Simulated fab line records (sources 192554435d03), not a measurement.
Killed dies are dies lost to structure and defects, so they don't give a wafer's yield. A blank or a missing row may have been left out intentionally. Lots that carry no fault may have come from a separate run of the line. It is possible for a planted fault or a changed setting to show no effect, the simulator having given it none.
fab line records    flow n5Finfet
[record] lots = 24  wafers = 72  lastDay = 18
route steps=1938 shown SPACER0@258 SD_EPI_N@271 SD_EPI_P@314
lots that met no fault: taken from a fault-free run of the same line
startH: hours from the record's first day to the start of the lot's first wafer shown    waitH: how many hours have passed since the lot's step before this one    " same as the row above    L1.1+2: a single row standing in for several wafers    - either no value or no given start    * or withheld: withheld    < > ~ a bound
route shown NAME@n: a module of which the file shows steps, and the number in the route of the first    usual: mean and standard deviation over wafers with no fault    same: alike in all rows    chamber/n: place in a boat    sites: each site's reading    _std_site: the values' standard deviation    _edge_site: inner sites' mean taken away from outer sites' mean    radiusMm: for every site, how far away it sits from the centre of the wafer    mask NAME#n: copy n    behind: tool/chamber where the wafer was last shaped    hold: cause of the lot's hold/its duration in hours/its outcome    device: names the non-switching transistor (n, p or np)    end of line: tests run on the same wafers once the route is complete    a step with no rows: only its recipe    killed: not the wafer's yield, but the dies lost to structure and defects at the first sort    map: the dies of a wafer, with x for killed, . for not killed, _ for no die there
set.NAME: the setting the step ran with; set.NAME@STEP: the setting that earlier step ran with    model.NAME: the simulator's own value behind a step, which no gauge read
route steps across a sampled set of lots; one table per step, one row per wafer
services: when a tool's chamber went out of use (startH, in hours from the record's first day, below 0 if earlier), for how many hours, and the reason
[[steps]]
[step N5_SPACER0_ALD_07]
[recipe] material = SiNx  targetThkA = 20  tempC = 400  aldPrecursorFamily = SiH2I2  aldCoReactant = N2/H2-plasma  pressureTorr = 2
[usual] heaterPowerW = 842/52
lot.wafer  tool       chamber  startH  waitH  heaterPowerW
L074.2     aldSin-02  3        46.47   0.0    928
L074.3     "          1        "       "      839
L074.6     "          3        "       "      937
L075.2     aldSin-01  0        54.31   0.0    862
L075.4     "          1        "       "      838
L075.5     "          1        "       "      841
L076.1     aldSin-03  2        62.21   0.4    800
L076.4     "          0        "       "      783
L076.5     "          3        "       "      901
L077.3     aldSin-03  3        67.67   0.0    906
L077.5     "          3        "       "      891
L077.6     "          2        "       "      804
L078.1     aldSin-03  3        75.59   0.0    876
L078.2     "          0        "       "      814
L078.5     "          2        "       "      793
L079.2     aldSin-02  0        84.02   0.0    728
L079.3     "          2        "       "      865
L079.6     "          1        "       "      830
L080.2     aldSin-03  2        84.59   0.0    803
L080.3     "          0        "       "      797
L080.5     "          0        "       "      785
L081.1     aldSin-03  3        89.73   0.4    890
L081.3     "          2        "       "      802
L081.6     "          3        "       "      908
L082.3     aldSin-01  3        95.77   0.1    764
L082.5     "          1        "       "      856
L082.6     "          2        "       "      829
L083.1     aldSin-01  3        102.27  2.2    768
L083.2     "          1        "       "      855
L083.6     "          2        "       "      832
L084.1     aldSin-01  2        109.20  0.0    845
L084.4     "          3        "       "      789
L084.5     "          3        "       "      792
L085.1     aldSin-01  0        114.20  0.4    884
L085.3     "          3        "       "      786
L085.6     "          0        "       "      888
L086.3     aldSin-03  2        121.96  0.0    838
L086.4     "          3        "       "      899
L086.5     "          3        "       "      912
L087.2     aldSin-01  0        130.34  0.4    868
L087.3     "          2        "       "      805
L087.5     "          0        "       "      885
L088.3     aldSin-03  0        133.03  0.3    806
L088.5     "          0        "       "      796
L088.6     "          3        "       "      923
L089.1     aldSin-03  0        138.70  0.0    779
L089.2     "          3        "       "      921
L089.3     "          1        "       "      889
L090.2     aldSin-03  0        144.15  0.0    788
L090.3     "          1        "       "      931
L090.4     "          2        "       "      806
L091.1     aldSin-01  3        149.54  0.2    806
L091.2     "          2        "       "      816
L091.4     "          0        "       "      909
L092.1     aldSin-02  2        155.08  1.3    829
L092.2     "          0        "       "      702
L092.3     "          1        "       "      841
L093.1     aldSin-01  2        161.88  0.0    841
L093.3     "          1        "       "      860
L093.5     "          3        "       "      797
L094.1     aldSin-01  3        167.59  0.2    790
L094.4     "          1        "       "      848
L094.5     "          1        "       "      838
L095.2     aldSin-01  0        176.21  0.1    880
L095.3     "          1        "       "      852
L095.6     "          0        "       "      908
L096.1     aldSin-01  0        178.96  0.0    907
L096.3     "          2        "       "      840
L096.4     "          3        "       "      789
L097.3     aldSin-01  3        188.63  1.4    794
L097.5     "          1        "       "      835
L097.6     "          0        "       "      872
[step N5_SD_EPI_N_OVL_MEAS_10]
[recipe] pointsPerWafer = 44
[usual] SD_N_BLK_OVL = 0.3/0.8
lot.wafer  tool        chamber  startH  waitH  SD_N_BLK_OVL[nm]
L074.2     overlay-01  0        47.47   0.0    0.7
L074.3     "           0        "       "      -0.7
L074.6     "           0        "       "      0.6
L075.2     overlay-02  0        55.31   0.0    0.0
L075.4     "           0        "       "      1.7
L075.5     "           0        "       "      0.8
L076.1     overlay-02  0        63.20   0.0    1.1
L076.4     "           0        "       "      1.4
L076.5     "           0        "       "      0.5
L077.3     overlay-02  0        68.54   0.0    -0.7
L077.5     "           0        "       "      0.2
L077.6     "           0        "       "      -0.5
L078.1     overlay-02  0        76.58   0.0    0.1
L078.2     "           0        "       "      0.1
L078.5     "           0        "       "      0.2
L079.2     overlay-01  0        85.01   0.0    1.1
L079.3     "           0        "       "      0.0
L079.6     "           0        "       "      1.4
L080.2     overlay-02  0        85.59   0.0    -0.3
L080.3     "           0        "       "      0.0
L080.5     "           0        "       "      0.4
L081.1     overlay-01  0        90.73   0.0    0.2
L081.3     "           0        "       "      0.4
L081.6     "           0        "       "      -0.5
L082.3     overlay-02  0        96.77   0.0    -0.9
L082.5     "           0        "       "      -0.3
L082.6     "           0        "       "      -0.3
L083.1     overlay-02  0        103.26  0.0    0.0
L083.2     "           0        "       "      0.1
L083.6     "           0        "       "      -0.4
L084.1     overlay-01  0        110.19  0.0    0.6
L084.4     "           0        "       "      2.0
L084.5     "           0        "       "      -0.1
L085.1     overlay-02  0        115.20  0.0    0.4
L085.3     "           0        "       "      -0.9
L085.6     "           0        "       "      -1.0
L086.3     overlay-02  0        122.84  0.0    0.8
L086.4     "           0        "       "      0.0
L086.5     "           0        "       "      1.3
L087.2     overlay-02  0        131.33  0.0    1.5
L087.3     "           0        "       "      0.3
L087.5     "           0        "       "      0.2
L088.3     overlay-01  0        134.02  0.0    1.0
L088.5     "           0        "       "      1.4
L088.6     "           0        "       "      1.2
L089.1     overlay-01  0        139.70  0.0    0.2
L089.2     "           0        "       "      0.7
L089.3     "           0        "       "      0.0
L090.2     overlay-01  0        145.15  0.0    -0.1
L090.3     "           0        "       "      -0.3
L090.4     "           0        "       "      -0.2
L091.1     overlay-01  0        150.53  0.0    0.1
L091.2     "           0        "       "      0.2
L091.4     "           0        "       "      1.6
L092.1     overlay-01  0        155.95  0.0    1.0
L092.2     "           0        "       "      1.0
L092.3     "           0        "       "      1.0
L093.1     overlay-01  0        162.76  0.0    0.4
L093.3     "           0        "       "      -0.7
L093.5     "           0        "       "      0.6
L094.1     overlay-02  0        168.58  0.0    0.6
L094.4     "           0        "       "      -0.9
L094.5     "           0        "       "      0.1
L095.2     overlay-02  0        177.21  0.0    1.1
L095.3     "           0        "       "      1.3
L095.6     "           0        "       "      0.8
L096.1     overlay-02  0        179.97  0.0    -1.5
L096.3     "           0        "       "      -0.6
L096.4     "           0        "       "      0.0
L097.3     overlay-01  0        189.51  0.0    -0.8
L097.5     "           0        "       "      0.6
L097.6     "           0        "       "      0.1
[step N5_SD_EPI_N_ETCH_34]
[recipe] chemistry = CF4  target = SiARC  targetDepthA = 455  maskMaterial = CAR-ArF-block  timeS = 75.8  ionEnergyEv = 80  pressureMtorr = 40  sourceW = 545  biasW = 36  Ar_flow_sccm = 100  cf4FlowSccm = 100  ends = cleared
[usual] drypumpMotorCurrentA = 5.8/0.55  etchRfOnTimeS = 75.6/1.7  oesProductAu = 0.67/0.052  rfVppV = 184.1/1.1  showerheadPlenumPTorr = 2.14/0.057  throttleValvePct = 15.69/0.26
lot.wafer  tool        chamber  startH  waitH  drypumpMotorCurrentA  etchRfOnTimeS  oesProductAu  rfHoursCounterH  rfVppV  showerheadPlenumPTorr  throttleValvePct
L074.2     rieDiel-02  0        47.67   0.0    5.6                   77.4           0.63          193              185.1   2.21                   15.88
L074.3     "           1        "       "      6.6                   74.9           0.66          117              182.7   2.15                   15.76
L074.6     "           3        "       "      5.0                   73.4           0.66          -                184.9   2.15                   15.99
L075.2     rieDiel-04  2        55.48   0.0    6.2                   72.9           0.83          5                182.2   2.10                   15.23
L075.4     "           3        "       "      5.3                   75.9           0.67          127              182.9   2.07                   15.73
L075.5     "           2        "       "      6.1                   72.7           0.84          -                183.6   2.10                   15.22
L076.1     rieDiel-02  1        63.30   0.0    6.6                   75.0           0.65          124              184.3   2.15                   15.76
L076.4     "           2        "       "      5.8                   74.5           0.67          -                184.6   2.23                   15.52
L076.5     "           0        "       "      5.6                   78.0           0.63          -                185.2   2.21                   15.88
L077.3     rieDiel-04  3        68.71   0.0    5.3                   75.4           0.68          130              181.6   2.07                   15.74
L077.5     "           0        "       "      6.8                   76.4           0.63          -                182.1   2.04                   15.91
L077.6     "           3        "       "      5.3                   75.5           0.67          -                182.4   2.07                   15.75
L078.1     rieDiel-04  3        76.68   0.0    5.3                   76.1           0.67          133              184.4   2.07                   15.74
L078.2     "           0        "       "      6.8                   77.7           0.63          169              184.0   2.04                   15.90
L078.5     "           1        "       "      6.0                   76.8           0.63          -                184.4   2.13                   15.96
L079.2     rieDiel-02  2        85.17   0.0    5.9                   73.0           0.68          141              185.9   2.22                   15.55
L079.3     "           1        "       "      6.6                   74.7           0.63          132              183.8   2.15                   15.77
L079.6     "           3        "       "      5.0                   72.9           0.65          -                183.8   2.15                   16.02
L080.2     rieDiel-01  0        85.79   0.0    5.3                   75.9           0.79          14               183.4   2.18                   15.48
L080.3     "           1        "       "      5.4                   74.1           0.74          38               182.6   2.19                   15.43
L080.5     "           3        "       "      6.2                   75.7           0.74          -                184.7   2.18                   15.09
L081.1     rieDiel-02  2        90.82   0.0    5.8                   73.8           0.67          143              187.3   2.22                   15.55
L081.3     "           3        "       "      5.1                   74.1           0.65          149              183.1   2.15                   16.02
L081.6     "           1        "       "      6.6                   76.2           0.64          -                184.6   2.14                   15.78
L082.3     rieDiel-02  0        96.86   0.0    5.6                   78.0           0.62          211              184.3   2.21                   15.90
L082.5     "           0        "       "      5.6                   78.2           0.62          -                184.9   2.21                   15.90
L082.6     "           3        "       "      5.0                   72.6           0.65          -                184.5   2.14                   16.01
L083.1     rieDiel-02  2        103.36  0.0    5.9                   73.6           0.67          147              183.5   2.22                   15.57
L083.2     "           1        "       "      6.6                   74.7           0.64          138              184.2   2.14                   15.78
L083.6     "           2        "       "      5.9                   73.0           0.66          -                185.4   2.22                   15.54
L084.1     rieDiel-04  2        110.29  0.0    6.1                   72.8           0.79          25               184.3   2.09                   15.27
L084.4     "           0        "       "      6.8                   77.1           0.61          180              184.5   2.04                   15.94
L084.5     "           1        "       "      6.0                   76.9           0.62          -                183.9   2.13                   15.98
L085.1     rieDiel-02  3        115.29  0.0    5.1                   73.6           0.65          157              184.2   2.14                   16.05
L085.3     "           0        "       "      5.6                   77.7           0.62          217              183.9   2.21                   15.91
L085.6     "           1        "       "      6.6                   74.7           0.64          -                184.5   2.14                   15.82
L086.3     rieDiel-04  1        122.93  0.0    6.0                   76.4           0.62          198              183.5   2.13                   15.99
L086.4     "           3        "       "      5.3                   76.5           0.65          147              184.0   2.07                   15.76
L086.5     "           3        "       "      5.3                   76.0           0.65          -                183.6   2.07                   15.76
L087.2     rieDiel-02  0        131.43  0.0    5.6                   78.4           0.61          222              184.6   2.20                   15.92
L087.3     "           3        "       "      5.0                   73.5           0.64          163              183.5   2.14                   16.04
L087.5     "           0        "       "      5.6                   78.3           0.61          -                185.9   2.20                   15.92
L088.3     rieDiel-01  0        134.12  0.0    5.3                   76.8           0.75          32               184.6   2.18                   15.52
L088.5     "           0        "       "      5.3                   76.4           0.76          -                184.8   2.18                   15.53
L088.6     "           1        "       "      5.5                   75.9           0.71          -                184.7   2.18                   15.46
L089.1     rieDiel-01  1        139.79  0.0    5.4                   75.5           0.71          58               184.9   2.18                   15.47
L089.2     "           0        "       "      5.3                   76.0           0.76          35               186.0   2.17                   15.51
L089.3     "           3        "       "      6.3                   76.7           0.71          49               184.5   2.17                   15.11
L090.2     rieDiel-02  2        145.24  0.0    5.8                   74.1           0.66          164              185.1   2.21                   15.58
L090.3     "           3        "       "      5.0                   74.1           0.63          169              184.1   2.14                   16.06
L090.4     "           1        "       "      6.6                   75.8           0.62          153              184.5   2.14                   15.82
L091.1     rieDiel-04  3        150.96  0.0    5.3                   75.9           0.66          157              185.0   2.06                   15.79
L091.2     "           2        "       "      6.2                   74.0           0.76          38               183.2   2.09                   15.30
L091.4     "           1        "       "      6.0                   77.0           0.61          -                184.5   2.12                   16.01
L092.1     rieDiel-04  2        156.04  0.0    6.1                   73.0           0.76          39               183.3   2.09                   15.31
L092.2     "           0        "       "      6.8                   76.3           0.61          191              184.1   2.04                   15.96
L092.3     "           3        "       "      5.3                   76.0           0.65          158              183.0   2.06                   15.78
L093.1     rieDiel-01  2        162.85  0.0    5.1                   76.5           0.68          89               183.3   2.07                   15.55
L093.3     "           1        "       "      5.5                   76.2           0.70          66               182.8   2.18                   15.48
L093.5     "           1        "       "      5.5                   76.7           0.70          -                184.0   2.18                   15.48
L094.1     rieDiel-04  2        168.67  0.0    6.1                   72.8           0.76          43               183.4   2.09                   15.30
L094.4     "           0        "       "      6.8                   76.7           0.61          196              184.5   2.03                   15.97
L094.5     "           3        "       "      5.3                   76.4           0.65          -                182.5   2.06                   15.81
L095.2     rieDiel-01  0        177.30  0.0    5.3                   77.6           0.73          46               183.7   2.17                   15.54
L095.3     "           3        "       "      6.2                   78.0           0.69          60               184.7   2.17                   15.13
L095.6     "           3        "       "      6.2                   78.1           0.69          -                184.6   2.17                   15.14
L096.1     rieDiel-02  0        180.33  0.0    5.6                   78.3           0.60          241              184.6   2.20                   15.97
L096.3     "           2        "       "      5.8                   74.4           0.65          176              186.3   2.21                   15.62
L096.4     "           1        "       "      6.6                   74.8           0.62          165              183.9   2.13                   15.85
L097.3     rieDiel-01  1        189.83  0.0    5.4                   76.7           0.69          75               183.7   2.17                   15.51
L097.5     "           1        "       "      5.4                   77.0           0.68          -                184.1   2.17                   15.51
L097.6     "           0        "       "      5.3                   77.0           0.73          -                184.0   2.17                   15.55
[step N5_SD_EPI_N_EPI_MEAS_23]
[recipe] mode = xrd
[usual] thkNm = 58.8/1.3
lot.wafer  tool          chamber  startH  waitH  thkNm
L074.2     filmMetro-02  -        51.09   1.2    58.9
L074.3     "             -        "       "      58.9
L074.6     "             -        "       "      58.5
L075.2     filmMetro-01  -        58.89   1.2    57.6
L075.4     "             -        "       "      58.4
L075.5     "             -        "       "      57.3
L076.1     filmMetro-02  -        66.67   1.4    57.5
L076.4     "             -        "       "      57.5
L076.5     "             -        "       "      58.2
L077.3     filmMetro-02  -        72.30   0.9    57.7
L077.5     "             -        "       "      58.9
L077.6     "             -        "       "      58.3
L078.1     filmMetro-01  -        80.79   1.9    61.8
L078.2     "             -        "       "      60.3
L078.5     "             -        "       "      61.7
L079.2     filmMetro-02  -        88.52   1.2    57.7
L079.3     "             -        "       "      58.8
L079.6     "             -        "       "      57.2
L080.2     filmMetro-02  -        89.18   1.2    56.6
L080.3     "             -        "       "      58.5
L080.5     "             -        "       "      58.1
L081.1     filmMetro-01  -        94.73   1.9    57.8
L081.3     "             -        "       "      57.1
L081.6     "             -        "       "      57.9
L082.3     filmMetro-01  -        100.22  0.9    59.3
L082.5     "             -        "       "      59.9
L082.6     "             -        "       "      58.4
L083.1     filmMetro-02  -        106.71  1.4    56.4
L083.2     "             -        "       "      58.8
L083.6     "             -        "       "      57.0
L084.1     filmMetro-02  -        113.64  1.4    60.2
L084.4     "             -        "       "      58.5
L084.5     "             -        "       "      58.1
L085.1     filmMetro-01  -        118.64  1.4    57.9
L085.3     "             -        "       "      58.5
L085.6     "             -        "       "      56.9
L086.3     filmMetro-02  -        126.29  0.9    59.6
L086.4     "             -        "       "      57.7
L086.5     "             -        "       "      57.9
L087.2     filmMetro-02  -        134.81  1.2    58.4
L087.3     "             -        "       "      58.7
L087.5     "             -        "       "      59.9
L088.3     filmMetro-01  -        137.50  0.9    58.7
L088.5     "             -        "       "      59.4
L088.6     "             -        "       "      58.5
L089.1     filmMetro-01  -        143.19  1.4    58.4
L089.2     "             -        "       "      58.1
L089.3     "             -        "       "      57.6
L090.2     filmMetro-02  -        148.62  1.2    58.9
L090.3     "             -        "       "      60.2
L090.4     "             -        "       "      59.7
L091.1     filmMetro-01  -        154.34  1.4    59.5
L091.2     "             -        "       "      59.7
L091.4     "             -        "       "      61.3
L092.1     filmMetro-02  -        159.40  1.4    58.3
L092.2     "             -        "       "      59.5
L092.3     "             -        "       "      58.2
L093.1     filmMetro-02  -        166.20  1.4    59.1
L093.3     "             -        "       "      59.8
L093.5     "             -        "       "      60.2
L094.1     filmMetro-02  -        172.04  1.4    59.3
L094.4     "             -        "       "      59.3
L094.5     "             -        "       "      59.2
L095.2     filmMetro-02  -        180.76  1.2    60.2
L095.3     "             -        "       "      59.1
L095.6     "             -        "       "      60.2
L096.1     filmMetro-02  -        183.69  1.4    58.5
L096.3     "             -        "       "      58.5
L096.4     "             -        "       "      59.5
L097.3     filmMetro-02  -        193.21  0.9    58.7
L097.5     "             -        "       "      60.4
L097.6     "             -        "       "      58.6
[step N5_SD_EPI_N_INSPECT_26]
[recipe] inspectInstrument = darkfield  mode = postEpi
[usual] rawDefectCount = 215/45
lot.wafer  tool              chamber  startH  waitH  rawDefectCount
L074.2     defectInspect-01  -        51.89   0.1    240
L074.3     "                 -        "       "      255
L074.6     "                 -        "       "      218
L075.2     defectInspect-02  -        59.49   0.1    208
L075.4     "                 -        "       "      174
L075.5     "                 -        "       "      190
L076.1     defectInspect-01  -        67.22   0.1    208
L076.4     "                 -        "       "      194
L076.5     "                 -        "       "      149
L077.3     defectInspect-02  -        73.05   0.1    180
L077.5     "                 -        "       "      266
L077.6     "                 -        "       "      197
L078.1     defectInspect-02  -        81.34   0.1    178
L078.2     "                 -        "       "      240
L078.5     "                 -        "       "      235
L079.2     defectInspect-01  -        89.35   0.1    261
L079.3     "                 -        "       "      221
L079.6     "                 -        "       "      229
L080.2     defectInspect-01  -        89.76   0.1    265
L080.3     "                 -        "       "      295
L080.5     "                 -        "       "      242
L081.1     defectInspect-02  -        95.71   0.1    165
L081.3     "                 -        "       "      182
L081.6     "                 -        "       "      227
L082.3     defectInspect-01  -        101.74  0.2    328
L082.5     "                 -        "       "      227
L082.6     "                 -        "       "      193
L083.1     defectInspect-01  -        107.50  0.1    229
L083.2     "                 -        "       "      183
L083.6     "                 -        "       "      165
L084.1     defectInspect-01  -        114.35  0.1    214
L084.4     "                 -        "       "      224
L084.5     "                 -        "       "      257
L085.1     defectInspect-02  -        119.45  0.1    180
L085.3     "                 -        "       "      152
L085.6     "                 -        "       "      188
L086.3     defectInspect-02  -        126.84  0.1    215
L086.4     "                 -        "       "      167
L086.5     "                 -        "       "      159
L087.2     defectInspect-02  -        135.51  0.2    184
L087.3     "                 -        "       "      213
L087.5     "                 -        "       "      191
L088.3     defectInspect-02  -        138.10  0.1    162
L088.5     "                 -        "       "      172
L088.6     "                 -        "       "      189
L089.1     defectInspect-01  -        143.74  0.1    131
L089.2     "                 -        "       "      148
L089.3     "                 -        "       "      165
L090.2     defectInspect-02  -        149.26  0.1    267
L090.3     "                 -        "       "      167
L090.4     "                 -        "       "      245
L091.1     defectInspect-01  -        155.11  0.1    146
L091.2     "                 -        "       "      152
L091.4     "                 -        "       "      186
L092.1     defectInspect-02  -        159.97  0.2    210
L092.2     "                 -        "       "      151
L092.3     "                 -        "       "      147
L093.1     defectInspect-01  -        166.77  0.2    293
L093.3     "                 -        "       "      269
L093.5     "                 -        "       "      323
L094.1     defectInspect-02  -        172.61  0.2    263
L094.4     "                 -        "       "      345
L094.5     "                 -        "       "      317
L095.2     defectInspect-01  -        182.26  0.1    216
L095.3     "                 -        "       "      177
L095.6     "                 -        "       "      272
L096.1     defectInspect-01  -        184.50  0.1    187
L096.3     "                 -        "       "      236
L096.4     "                 -        "       "      177
L097.3     defectInspect-02  -        193.76  0.1    242
L097.5     "                 -        "       "      199
L097.6     "                 -        "       "      192
[step N5_SD_EPI_P_SD_RECESS_17]
[recipe] chemistry = HBr/Cl2/O2  targetDepthA = 391  btTimeS = 3  pressureMtorr = 10  icpW = 800  biasW = 112  HBr_flow_sccm = 150  Cl2_flow_sccm = 80  O2_flow_sccm = 12
[usual] HBr_flow_sccm = 149.9/0.44  drypumpMotorCurrentA = 5.5/0.51  oes_o_777_au = 1.000/0.017  oesProductAu = 1.000/0.013  throttleValvePct = 37.0/0.34
lot.wafer  tool      chamber  startH  waitH  HBr_flow_sccm  drypumpMotorCurrentA  oes_o_777_au  oesProductAu  rfHoursCounterH  throttleValvePct
L074.2     rieSi-06  2        53.11   0.0    149.6          5.6                   0.996         1.002         3                37.0
L074.3     "         0        "       "      150.2          5.1                   1.028         1.030         51               36.8
L074.6     "         1        "       "      150.0          4.6                   0.994         0.999         -                37.4
L075.2     rieSi-06  2        60.60   0.0    149.9          5.6                   1.002         0.992         3                37.0
L075.4     "         1        "       "      149.3          4.7                   0.997         1.005         12               37.4
L075.5     "         1        "       "      150.1          4.7                   1.004         1.003         -                37.4
L076.1     rieSi-01  0        68.36   0.0    150.0          6.3                   0.993         1.011         174              37.0
L076.4     "         1        "       "      150.1          5.7                   1.002         0.994         161              36.9
L076.5     "         2        "       "      149.5          5.7                   1.005         0.987         -                36.4
L077.3     rieSi-06  2        74.10   0.0    149.8          5.6                   0.990         1.004         3                37.0
L077.5     "         1        "       "      149.9          4.6                   1.002         1.006         -                37.4
L077.6     "         0        "       "      150.0          5.1                   1.027         1.018         -                36.8
L078.1     rieSi-02  3        82.43   0.0    150.0          6.5                   1.016         0.997         107              36.7
L078.2     "         0        "       "      150.2          5.5                   1.010         1.013         149              36.7
L078.5     "         2        "       "      150.1          5.6                   0.990         1.001         -                37.8
L079.2     rieSi-01  1        90.59   0.0    150.2          5.7                   0.997         0.985         162              36.9
L079.3     "         2        "       "      149.6          5.7                   1.000         0.989         57               36.4
L079.6     "         2        "       "      149.8          5.7                   0.994         0.988         -                36.4
L080.2     rieSi-06  2        91.30   0.0    150.4          5.6                   0.992         1.010         4                37.0
L080.3     "         1        "       "      150.2          4.6                   0.997         1.015         12               37.4
L080.5     "         2        "       "      150.2          5.6                   0.997         1.010         -                37.0
L081.1     rieSi-02  2        96.88   0.0    150.3          5.6                   0.997         1.004         1                37.8
L081.3     "         0        "       "      150.2          5.5                   1.010         1.013         149              36.7
L081.6     "         3        "       "      150.3          6.5                   1.016         1.001         -                36.7
L082.3     rieSi-01  2        103.22  0.0    149.3          5.7                   1.010         0.985         57               36.4
L082.5     "         0        "       "      149.0          6.4                   1.009         1.007         -                37.0
L082.6     "         3        "       "      150.1          5.8                   0.966         0.976         -                37.3
L083.1     rieSi-02  3        108.67  0.0    150.6          6.5                   1.017         1.004         108              36.7
L083.2     "         2        "       "      150.0          5.6                   0.996         0.991         2                37.8
L083.6     "         2        "       "      149.8          5.6                   0.994         0.991         -                37.8
L084.1     rieSi-01  0        115.52  0.0    151.1          6.4                   1.007         0.998         175              37.0
L084.4     "         2        "       "      149.7          5.7                   0.993         0.991         58               36.4
L084.5     "         0        "       "      150.7          6.4                   1.010         1.010         -                37.0
L085.1     rieSi-06  2        120.50  0.0    150.0          5.6                   0.989         1.006         4                37.0
L085.3     "         3        "       "      149.8          5.2                   0.982         0.988         13               36.9
L085.6     "         3        "       "      150.5          5.2                   0.986         0.983         -                36.9
L086.3     rieSi-06  3        128.01  0.0    149.7          5.1                   0.991         0.981         13               36.9
L086.4     "         3        "       "      149.5          5.1                   0.985         0.982         -                36.9
L086.5     "         1        "       "      150.8          4.6                   0.999         1.013         -                37.4
L087.2     rieSi-06  1        136.81  0.0    149.6          4.6                   0.992         1.008         13               37.4
L087.3     "         2        "       "      149.7          5.6                   0.996         1.003         4                37.0
L087.5     "         3        "       "      149.5          5.1                   0.983         0.976         -                36.9
L088.3     rieSi-01  3        139.63  0.0    150.2          5.7                   0.957         0.988         100              37.3
L088.5     "         1        "       "      149.7          5.7                   1.007         0.990         -                36.9
L088.6     "         3        "       "      150.9          5.7                   0.955         0.983         -                37.3
L089.1     rieSi-01  1        145.01  0.0    149.9          5.7                   1.000         0.995         163              36.9
L089.2     "         0        "       "      148.8          6.3                   0.999         1.007         175              37.0
L089.3     "         3        "       "      149.5          5.8                   0.966         1.000         100              37.3
L090.2     rieSi-02  2        150.47  0.0    149.6          5.6                   0.994         0.992         2                37.8
L090.3     "         3        "       "      149.7          6.5                   1.022         0.991         108              36.7
L090.4     "         1        "       "      150.0          5.8                   1.009         1.011         67               37.1
L091.1     rieSi-06  2        156.28  0.0    148.9          5.7                   0.993         1.009         5                37.0
L091.2     "         3        "       "      149.9          5.1                   0.989         0.972         14               36.9
L091.4     "         0        "       "      150.9          5.1                   1.021         1.033         53               36.8
L092.1     rieSi-02  2        161.84  0.0    150.2          5.6                   0.992         1.007         3                37.8
L092.2     "         0        "       "      150.4          5.5                   1.016         1.017         150              36.7
L092.3     "         1        "       "      150.0          5.7                   1.015         1.004         68               37.1
L093.1     rieSi-06  3        167.95  0.0    150.0          5.1                   0.992         0.977         14               36.9
L093.3     "         0        "       "      149.8          5.1                   1.032         1.017         53               36.8
L093.5     "         2        "       "      150.2          5.6                   0.996         1.000         -                37.0
L094.1     rieSi-02  2        173.78  0.0    150.3          5.6                   1.000         0.997         3                37.8
L094.4     "         0        "       "      149.7          5.5                   1.016         1.014         150              36.7
L094.5     "         3        "       "      150.1          6.4                   1.024         1.000         -                36.7
L095.2     rieSi-01  1        183.46  0.0    149.5          5.7                   0.999         0.988         163              36.9
L095.3     "         3        "       "      150.1          5.7                   0.964         0.994         101              37.3
L095.6     "         2        "       "      150.7          5.7                   0.996         0.993         -                36.4
L096.1     rieSi-06  0        186.21  0.0    149.8          5.1                   1.031         1.020         53               36.8
L096.3     "         1        "       "      149.6          4.6                   0.993         1.012         14               37.4
L096.4     "         2        "       "      150.0          5.6                   0.990         1.001         5                37.0
L097.3     rieSi-06  2        194.81  0.0    150.5          5.6                   1.002         1.004         5                37.0
L097.5     "         2        "       "      150.6          5.6                   0.995         0.994         -                37.0
L097.6     "         3        "       "      150.0          5.1                   0.988         0.981         -                36.9
[[services]]
tool        chamber  startH  hours  kind
aldSin-02   2        24.11   40.3   repair
aldSin-03   -        29.58   14.6   pm
aldSin-01   3        30.86   5.8    repair
rieDiel-02  2        33.11   2.0    repair
rieSi-01    2        38.08   5.0    repair
aldSin-02   -        41.58   2.8    pm
rieDiel-04  -        44.12   0.5    repair
rieDiel-04  3        59.49   4.5    repair
rieDiel-02  3        62.52   4.2    repair
rieSi-01    -        85.28   4.1    repair
aldSin-02   -        85.48   14.0   pm
rieSi-06    3        93.16   4.6    repair
rieSi-06    -        100.22  0.4    repair
rieSi-06    2        123.88  7.5    repair
aldSin-01   1        126.81  11.3   repair
rieSi-01    -        134.41  0.8    repair
aldSin-01   2        138.37  4.5    repair
rieSi-01    2        138.88  3.6    repair
rieDiel-04  0        143.65  8.5    repair
aldSin-03   -        177.71  14.0   pm
aldSin-03   0        177.71  15.3   ventCycle
aldSin-03   1        177.71  15.3   ventCycle
aldSin-03   2        177.71  31.7   ventCycle
rieSi-01    0        188.07  7.8    repair
[[key]]
fault none
